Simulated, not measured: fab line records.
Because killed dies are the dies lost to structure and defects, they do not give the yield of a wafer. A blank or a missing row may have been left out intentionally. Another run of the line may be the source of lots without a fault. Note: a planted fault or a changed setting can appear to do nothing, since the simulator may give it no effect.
Chamber matching | flow nand-harc | rie-diel-13 running NHARC_A_SGD_CUT_ETCHBACK_24: 4 sister chambers
The step etches the open film in CH3F/O2, target depth 50 nm, time 92.857 s. 18 wafers are shown with their chamber, then 9 later ones without.

## WAFERS WITH THEIR CHAMBER
wafer  | chamber | showerhead-plenum-p-Torr (Torr) | drypump-motor-current-A (A) | rf-vpp-V (V)
L078.1 | 3       | 2.49                            | 5.6                         | 244.1
L078.2 | 1       | 2.37                            | 6.0                         | 242.1
L078.5 | 2       | 2.61                            | 6.1                         | 246.3
L080.1 | 0       | 2.49                            | 6.2                         | 244.3
L080.3 | 2       | 2.61                            | 6.2                         | 247.0
L080.5 | 1       | 2.37                            | 6.0                         | 243.0
L086.1 | 2       | 2.61                            | 6.2                         | 246.9
L086.2 | 0       | 2.49                            | 6.2                         | 244.9
L086.5 | 0       | 2.49                            | 6.2                         | 244.8
L088.2 | 3       | 2.48                            | 5.6                         | 244.9
L088.3 | 2       | 2.61                            | 6.2                         | 245.5
L088.5 | 0       | 2.49                            | 6.2                         | 244.9
L091.1 | 3       | 2.48                            | 5.6                         | 245.0
L091.5 | 3       | 2.48                            | 5.6                         | 244.1
L091.6 | 2       | 2.61                            | 6.2                         | 245.9
L089.2 | 0       | 2.49                            | 6.2                         | 246.2
L089.3 | 3       | 2.48                            | 5.6                         | 244.2
L089.5 | 2       | 2.61                            | 6.2                         | 248.5

SIGNATURES, as means of the wafers listed above
reading                  | chamber 0 | chamber 1 | chamber 2 | chamber 3 | scatter within a chamber
showerhead-plenum-p-Torr | 2.4900    | 2.3700    | 2.6100    | 2.4820    | 0.00239
drypump-motor-current-A  | 6.200     | 6.000     | 6.183     | 5.600     | 0.0244
rf-vpp-V                 | 245.020   | 242.550   | 246.683   | 244.460   | 0.793
Rule: a wafer lies at a distance from a chamber equal to the root of the sum of squares, over the readings, of (its reading less the chamber's mean, divided by the reading's scatter). The wafer belongs to the nearest chamber; if the next one is less than 2 further off, it can't be placed. The scatter: take each reading less its chamber's mean, square it, sum over the shown wafers, divide by the number of wafers less the number of chambers, and take the root.

## WAFERS WITH NO CHAMBER GIVEN
wafer  | showerhead-plenum-p-Torr (Torr) | drypump-motor-current-A (A) | rf-vpp-V (V)
L093.1 | 2.48                            | 5.6                         | 244.3
L093.2 | 2.61                            | 6.2                         | 246.6
L093.3 | 2.49                            | 6.2                         | 243.9
L094.2 | 2.49                            | 6.2                         | 246.2
L094.4 | 2.61                            | 6.2                         | 247.8
L094.5 | 2.49                            | 6.2                         | 245.7
L095.3 | 2.37                            | 6.0                         | 242.7
L095.4 | 2.61                            | 6.2                         | 246.1
L095.6 | 2.37                            | 6.0                         | 244.5

## WHICH CHAMBER EACH WENT THROUGH
wafer  | from the rows above | in truth
L093.1 | 3                   | 3
L093.2 | 2                   | 2
L093.3 | 0                   | 0
L094.2 | 0                   | 0
L094.4 | 2                   | 2
L094.5 | 0                   | 0
L095.3 | 1                   | 1
L095.4 | 2                   | 2
L095.6 | 1                   | 1
Correct placement for 9 of the 9. From these rows, 0 cannot be placed. 0 placed wrongly.
